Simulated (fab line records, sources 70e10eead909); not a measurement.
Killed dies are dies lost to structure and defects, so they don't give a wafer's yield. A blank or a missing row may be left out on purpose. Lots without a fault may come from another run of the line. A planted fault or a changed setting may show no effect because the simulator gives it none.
Chamber matching | flow nand_harc | NHARC_P_CONTACT_STRIP_28 on rie_diel-05: 4 sister chambers
The step strips in O2. 4 wafers are shown with their chamber, then 9 later ones without.

WAFERS WITH THEIR CHAMBER
wafer  | chamber | drypump_motor_current_A (A)
L178.1 | 3       | 6.4
L185.1 | 1       | 6.0
L185.3 | 0       | 5.8
L185.5 | 2       | 6.2

WAFERS WITHOUT THEIR CHAMBER
wafer  | drypump_motor_current_A (A)
L187.1 | 5.8
L187.3 | 5.9
L187.6 | 5.9
L195.1 | 5.9
L195.3 | 6.2
L195.4 | 5.8
L196.2 | 5.8
L196.3 | 5.9
L196.6 | 6.2

WHICH CHAMBER EACH WENT THROUGH
wafer  | from the rows above     | in truth
L187.1 | 0                       | 0
L187.3 | can't be placed: 1 or 0 | 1
L187.6 | can't be placed: 1 or 0 | 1
L195.1 | can't be placed: 1 or 0 | 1
L195.3 | 2                       | 2
L195.4 | 0                       | 0
L196.2 | 0                       | 0
L196.3 | can't be placed: 1 or 0 | 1
L196.6 | 2                       | 2
Placed correctly: 5 of 9. Can't be placed from these rows: 4 (the true chamber is among the candidates in 4). Placed wrongly: 0.
How it was worked out, from the rows above alone: a wafer's distance from a chamber is the root of the sum, over the readings, of the square of ((its reading less the chamber's mean) divided by the reading's scatter). The wafer belongs to the nearest chamber; if the next one is less than 2 further off, it can't be placed. A chamber's mean is the mean of its shown wafers. The scatter: with one shown wafer a chamber, the root of the mean of the squares of how far each hidden wafer lies from its nearest shown one.
